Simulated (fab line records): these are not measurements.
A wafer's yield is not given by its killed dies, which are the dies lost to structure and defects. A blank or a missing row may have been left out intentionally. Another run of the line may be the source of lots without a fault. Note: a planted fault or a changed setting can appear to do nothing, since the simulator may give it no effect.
2 desks looking at one fault	flow n5 finfet	only its own numbers are on each desk; what lay behind them is given at the end

METROLOGY DESK
Lot by lot, what the gauges showed, no matter which tool ran the lot: averages of those sampled wafers that carry a number. If a lot's mean is further than 4 standard deviations from the usual mean, the lot is out of limits and carries the mark OUT (the distance appears in the brackets). 7 of its 10 readings are shown, namely those furthest out on some lot.
Columns: A = DIBL_N at N5_BEOL_M4_RC_MEAS_101, usual 36.0 mV/V; B = DIBL_P at N5_BEOL_M4_RC_MEAS_101, usual 36.2 mV/V; C = IOFF_N at N5_BEOL_M4_RC_MEAS_101, usual 0.16 nA/um; D = ION_P at N5_BEOL_M4_RC_MEAS_101, usual 461 uA/um; E = SS_N at N5_BEOL_M4_RC_MEAS_101, usual 71.5 mV/dec; F = SS_P at N5_BEOL_M4_RC_MEAS_101, usual 73.4 mV/dec; G = VT_P at N5_BEOL_M4_RC_MEAS_101, usual -250 mV
lot	first seen here	A	B	C	D	E	F	G
L162	day 8 21:15	33.9	35.7	0.13	449	71.9	73.1	-253
L164	day 9 14:58	35.2	37.6	0.16	458	71.6	73.6	-248
L166	day 9 23:16	39.8	40.2	0.22	464	72.8	74.8	-249
L174	day 11 18:24	36.2	36.9	0.16	461	71.9	73.5	-248
L176	day 12 11:42	35.3	36.3	0.16	466	71.6	73.6	-249
L179	day 12 21:49	35.4	36.9	0.17	466	71.4	73.8	-246
L180	day 12 22:44	33.6	32.9	0.11	452	70.9	72.7	-253
L178	day 13 13:41	38.0	37.9	0.17	460	71.8	73.9	-251
L182	day 13 21:25	36.8	36.4	0.19	469	71.6	73.5	-247
L184	day 14 06:51	35.5	36.4	0.15	465	70.9	74.0	-256
Finding of this desk: none of the 10 lots has anything out of limits.

THE TOOL OWNER'S DESK: pvd sputter-03
The tool's own readings at N5_BEOL_M1_SPUTTER_88 (material Cu, target thk 4.5 nm, time 8.29 s): means of the sampled wafers that have a number, for each lot that ran on this tool. If a lot's mean is further than 4 standard deviations from the usual mean, the lot is out of limits and carries the mark OUT (the distance appears in the brackets).
Columns: A = chamber pressure pa at N5_BEOL_M1_SPUTTER_88, usual 0.06999 Pa; B = chuck gas flow sccm at N5_BEOL_M1_SPUTTER_88, usual 1.26 sccm; C = substrate temp c at N5_BEOL_M1_SPUTTER_88, usual -20.00 C; D = throttle valve pct at N5_BEOL_M1_SPUTTER_88, usual 29.8 %
lot	first seen here	A	B	C	D
L164	day 7 11:14	0.07002	1.24	-19.85	29.2
L174	day 9 18:43	0.07019	1.27	-19.88	30.1
L176	day 10 03:45	0.06999	1.29	-20.06	29.1
L179	day 11 05:38	0.07003	1.31	-20.09	29.6
L180	day 11 07:58	0.07003	1.25	-20.03	29.4
L184	day 12 10:49	0.06990	1.24	-20.12	29.8
Finding of this desk: none of the 6 lots has anything out of limits.

TAKEN TOGETHER
Nothing out of limits was seen by the metrology desk.
The desk of the tool owner found nothing out of limits.

WHAT THE SIMULATOR HAD INSERTED
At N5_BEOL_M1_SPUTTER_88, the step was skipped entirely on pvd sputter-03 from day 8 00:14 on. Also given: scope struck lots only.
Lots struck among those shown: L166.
